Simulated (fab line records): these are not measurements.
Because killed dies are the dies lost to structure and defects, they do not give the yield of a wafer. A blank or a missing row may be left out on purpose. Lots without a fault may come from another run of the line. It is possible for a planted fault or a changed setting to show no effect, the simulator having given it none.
Matching of chambers -- flow nandHarc -- NHARC_A_M1_CMP_23 on cmp-01 has 4 sister chambers
The step polishes, t overpolish 20 s, target thk 154.34 nm. 4 wafers are shown with their chamber, then 10 later ones without.

== WAFERS PAIRED WITH THEIR CHAMBERS ==
wafer,chamber,motorCurrentA (A)
L088.5,0,10.9
L087.6,1,11.4
L086.1,2,11.6
L086.3,3,14.3

== WAFERS WHOSE CHAMBER IS MISSING ==
wafer,motorCurrentA (A)
L086.4,10.7
L094.3,11.6
L094.4,12.1
L094.5,11.0
L092.2,10.9
L092.3,11.9
L092.6,10.8
L095.1,13.9
L095.2,12.5
L095.4,10.6

== THE CHAMBER EACH PASSED THROUGH ==
wafer,from the rows above,in truth
L086.4,can't be placed: 0 or 1 or 2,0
L094.3,can't be placed: 2 or 1 or 0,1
L094.4,can't be placed: 2 or 1 or 0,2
L094.5,can't be placed: 0 or 1 or 2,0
L092.2,can't be placed: 0 or 1 or 2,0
L092.3,can't be placed: 2 or 1 or 0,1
L092.6,can't be placed: 0 or 1 or 2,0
L095.1,3,3
L095.2,can't be placed: 2 or 1 or 0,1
L095.4,can't be placed: 0 or 1 or 2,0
1 of 10 placed correctly. From these rows, 9 cannot be placed; in 9 the true chamber is one of the candidates. Wrongly placed: 0.
How it was worked out, from the rows above alone: a wafer's distance from a chamber is the root of the sum, over the readings, of the square of ((its reading less the chamber's mean) divided by the reading's scatter). The wafer belongs to the nearest chamber; if the next one is less than 2 further off, it can't be placed. For every chamber, the mean is computed from those of its wafers that are shown. The scatter: root of mean squared gap, hidden wafer to nearest shown wafer, with one shown wafer a chamber.
